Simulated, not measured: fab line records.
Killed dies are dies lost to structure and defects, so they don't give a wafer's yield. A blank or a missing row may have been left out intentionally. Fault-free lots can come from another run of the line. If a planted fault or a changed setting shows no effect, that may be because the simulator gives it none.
Which tool did it?	flow nand harc	13 lots, 39 wafers sampled, at 5 steps of a route of 1302

## WHAT THE GAUGES SHOWED, per wafer
NHARC_A_DECK1_JOINT_THK_MEAS_14: measures by ellipsometry.
lot	measured	on	thk nm (nm)
L499	day 11 12:04	film metro-01	51.8 48.2 49.8
L498	day 11 12:04	film metro-02	52.9 53.0 52.6
L503	day 13 05:07	film metro-02	50.6 49.5 49.7
L504	day 14 02:02	film metro-01	50.1 48.8 49.8
L505	day 14 14:50	film metro-01	52.1 49.8 52.0
L507	day 14 21:19	film metro-01	50.7 49.5 50.6
L506	day 14 21:19	film metro-02	51.0 51.6 50.9
L509	day 16 05:14	film metro-01	49.9 49.2 51.0
L510	day 16 05:14	film metro-02	52.7 50.2 51.8
L511	day 16 13:46	film metro-01	51.3 51.6 50.8
L518	day 19 18:55	film metro-01	52.1 51.3 53.1
L519	day 19 22:44	film metro-01	51.8 51.2 53.1
L520	day 20 11:19	film metro-01	52.9 51.4 52.2

NHARC_A_ONON_D2_THK_MEAS_02: measures by ellipsometry.
lot	measured	on	thk nm (nm)
L499	day 12 10:23	film metro-02	1002 1002 1005
L498	day 12 10:20	film metro-01	990 987 989
L503	day 14 16:22	film metro-01	988 987 986
L504	day 15 01:33	film metro-02	994 997 996
L505	day 15 12:48	film metro-01	1000 998 999
L507	day 15 18:32	film metro-02	1010 1009 1011
L506	day 15 18:28	film metro-01	983 983 981
L509	day 17 08:07	film metro-01	1000 997 998
L510	day 17 08:04	film metro-02	1014 1557 1014
L511	day 17 14:53	film metro-02	996 1538 997
L518	day 20 20:49	film metro-02	995 993 996
L519	day 20 20:49	film metro-01	1006 1006 1004
L520	day 21 20:01	film metro-01	997 994 996

NHARC_END_SORT_01.
lot	measured	on	killed at array	killed at other	killed at periphery	killed dies	killed open	killed short
L503	day 26 17:01	prober-01	72 74 67	0 0 0	7 2 9	79 76 76	3 2 8	3 2 2
L506	day 28 06:04	prober-01	89 78 67	0 1 1	0 3 7	89 82 75	6 3 5	3 3 3
L510	day 29 19:04	prober-01	59 675 60	1 1 0	2 1 2	62 677 62	3 4 0	0 2 5
L511	day 30 04:56	prober-02	84 675 71	0 0 0	3 2 4	87 677 75	4 5 3	1 2 3

## WHICH TOOL RAN EACH LOT (tool, then ch and the chambers of the sampled wafers, then the start)
lot	NHARC_A_CHANNEL_FILL_D1_ETCHBACK_20	NHARC_A_ONON_D2_DEP_00
L499	rie diel-13 ch 1,3, day 10 00:23	pecvd onon-04 ch 0, day 12 09:55
L498	rie diel-12 ch 0,2,3, day 10 00:23	pecvd onon-02 ch 0, day 12 09:53
L503	rie diel-06 ch 0,2,3, day 11 18:49	pecvd onon-01 ch 0, day 14 15:51
L504	rie diel-13 ch 0,2,3, day 12 14:29	pecvd onon-01 ch 0, day 15 01:02
L505	rie diel-13 ch 1,2,3, day 13 03:44	pecvd onon-04 ch 0, day 15 12:24
L507	rie diel-13 ch 0,1,3, day 13 11:08	pecvd onon-04 ch 0, day 15 18:05
L506	rie diel-12 ch 0,1, day 13 11:08	pecvd onon-01 ch 0, day 15 18:04
L509	rie diel-12 ch 0,2,3, day 14 17:47	pecvd onon-02 ch 0, day 17 07:37
L510	rie diel-13 ch 1,2,3, day 14 17:47	pecvd onon-01 ch 0, day 17 07:40
L511	rie diel-13 ch 0,1,3, day 15 01:39	pecvd onon-01 ch 0, day 17 14:29
L518	rie diel-06 ch 0,2, day 18 08:46	pecvd onon-01 ch 0, day 20 20:17
L519	rie diel-13 ch 0,3, day 18 12:26	pecvd onon-04 ch 0, day 20 20:28
L520	rie diel-06 ch 1,2,3, day 18 21:38	pecvd onon-01 ch 0, day 21 19:31
- NHARC_A_CHANNEL_FILL_D1_ETCHBACK_20: etches the open film in C4F8/O2/Ar, target depth 27 nm, time 13.5 s.
- NHARC_A_ONON_D2_DEP_00: target thk 1000 nm.

## AS READ BY THE TOOLS THEMSELVES (means over the sampled wafers that have a number; for cases with no such wafer, the mark the record gives instead)
NHARC_A_CHANNEL_FILL_D1_ETCHBACK_20.
lot	tool	chamber pressure mTorr (mTorr)	oes product au (a.u.)	rf vpp V (V)
L499	rie diel-13	25.005	1.00	987
L498	rie diel-12	25.002	0.93	976
L503	rie diel-06	24.994	1.00	982
L504	rie diel-13	24.977	0.92	982
L505	rie diel-13	25.013	0.93	984
L507	rie diel-13	24.989	0.93	984
L506	rie diel-12	25.010	1.00	975
L509	rie diel-12	24.991	1.00	975
L510	rie diel-13	25.006	0.93	984
L511	rie diel-13	24.998	0.93	986
L518	rie diel-06	24.988	0.96	988
L519	rie diel-13	24.982	1.01	985
L520	rie diel-06	25.027	1.00	977

NHARC_A_ONON_D2_DEP_00.
lot	tool	n2 flow sccm (sccm)	n2o flow sccm (sccm)
L499	pecvd onon-04	2745	1993
L498	pecvd onon-02	2746	2000
L503	pecvd onon-01	2750	1997
L504	pecvd onon-01	2750	2002
L505	pecvd onon-04	2753	2001
L507	pecvd onon-04	2746	2004
L506	pecvd onon-01	2756	1999
L509	pecvd onon-02	2758	1999
L510	pecvd onon-01	2748	2001
L511	pecvd onon-01	2747	2001
L518	pecvd onon-01	2751	2008
L519	pecvd onon-04	2750	2001
L520	pecvd onon-01	2756	1998

## THE ANSWER, worked out from the rows above alone
Rule: the usual values come from the lots themselves. Put in order of their means at a reading, lots are off if they are a third of the lots or fewer, leave a main group of 4 or more, and stand apart from it by a gap of 3 or more times the standard deviation of the main group's means; of several such gaps the widest counts. The tables above print the reading to a certain number of digits; a main group whose means all agree to those digits is not used. A lot without any number at a reading at which 4 lots or more have one is off too. All remaining lots with rows at the step are treated as sound. First the gauges in route order, then the tools' own readings, where a lot's mean is used as printed above. At the first step where some lot is off, the reading lying furthest off is the one used; lots without a number count as furthest.
Off, at NHARC_A_ONON_D2_THK_MEAS_02 on thk nm: L510, L511. The main group: mean 996 nm, standard deviation 7.8.
If a tool, at a process step before that reading, ran all the lots that are off and no sound lot after the first of them, it fits. Those tools and the gauges at NHARC_A_ONON_D2_THK_MEAS_02 are tried in the same way. Not one of the candidates tried fits.

## WHAT THE SIMULATOR PUT IN
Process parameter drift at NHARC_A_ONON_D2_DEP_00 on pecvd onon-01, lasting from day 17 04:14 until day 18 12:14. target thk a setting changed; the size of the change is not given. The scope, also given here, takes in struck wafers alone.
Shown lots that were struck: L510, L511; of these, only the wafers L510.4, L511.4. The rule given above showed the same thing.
